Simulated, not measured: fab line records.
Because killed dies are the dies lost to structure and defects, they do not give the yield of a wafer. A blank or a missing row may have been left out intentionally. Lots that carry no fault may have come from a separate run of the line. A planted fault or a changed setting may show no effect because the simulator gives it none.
Tool commonality check ; flow nand-harc ; Lots sampled 2, wafers sampled 6

## WHAT PROMPTED THE OPENING
At NHARC_END_SORT_01 the reading sort_bin_3_pct is flagged on 1 of 2 lots. Fault-free wafers read 0.27 %, with a standard deviation of 0.22.
Rule: a lot is flagged in two cases, either no wafer of it has a number, or all its wafers with numbers fall more than 4 standard deviations from that mean. All remaining lots are regarded as sound.

lot;measured;on;sort_bin_3_pct (%), wafer by wafer;flag
L153;day 22 00:13;prober-02;3.69 4.58 3.10;FLAGGED
L157;day 23 05:07;prober-02;0.15 0.15 0.30;
On average the flagged lots' numbers are 3.79 %, which is +3.52 % against the usual, or +16 standard deviations.

## EACH LOT AND THE TOOL IT RAN ON
Before the reading, the record contains 2 process steps out of a 1159-step route. Every cell lists first the tool, next ch and the chambers used by the sampled wafers, and last the start.
lot;flag;NHARC_A_M0_PVD_21;NHARC_A_BONDPAD_ANNEAL_28
L153;FLAGGED;pvd-sputter-01, day 20 08:10;rtp-anneal-01 ch 0, day 20 17:18
L157;;pvd-sputter-02, day 21 18:44;rtp-anneal-01 ch 0, day 22 03:52
These steps, and what they do:
- NHARC_A_M0_PVD_21: deposits Cu, target thk 30 nm, time 20.49 s.
- NHARC_A_BONDPAD_ANNEAL_28: time 90 s.
- NHARC_END_SORT_01

## FLAGGED OVER TOTAL, TOOL BY TOOL (the gauges that took the reading come last)
step;tool;lots run;flagged;share of the flagged lots;sound lots run after its first flagged lot
NHARC_A_M0_PVD_21;pvd-sputter-01;1;1;all;0
NHARC_A_M0_PVD_21;pvd-sputter-02;1;0;none;-
NHARC_A_BONDPAD_ANNEAL_28;rtp-anneal-01;2;1;all;1 (L157)
NHARC_END_SORT_01;prober-02;2;1;all;1 (L157)

## WHAT THE TABLE PERMITS
3 rows of the table ran every flagged lot: pvd-sputter-01 at NHARC_A_M0_PVD_21, rtp-anneal-01 at NHARC_A_BONDPAD_ANNEAL_28, prober-02 at NHARC_END_SORT_01.
- pvd-sputter-01 at NHARC_A_M0_PVD_21: 1 of its 1 lot flagged. No sound lot ran on it before its first flagged lot in this sample; the start therefore can't be narrowed down.
- rtp-anneal-01 at NHARC_A_BONDPAD_ANNEAL_28: 1 of its 2 lots flagged. Sound lots followed the first flagged one (L157) on it, something a lasting fault affecting the whole tool could not allow.
- prober-02 at NHARC_END_SORT_01: 1 of its 2 lots flagged. Sound lots followed the first flagged one (L157) on it, something a lasting fault affecting the whole tool could not allow.
Just one tool remains: pvd-sputter-01 at NHARC_A_M0_PVD_21.

## WHAT THE SIMULATOR PUT IN
Chamber particle source: pvd-sputter-01, from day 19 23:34 on, at NHARC_A_M0_PVD_21. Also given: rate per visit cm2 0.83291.
Lots struck among those shown: L153. The rule above found the same.
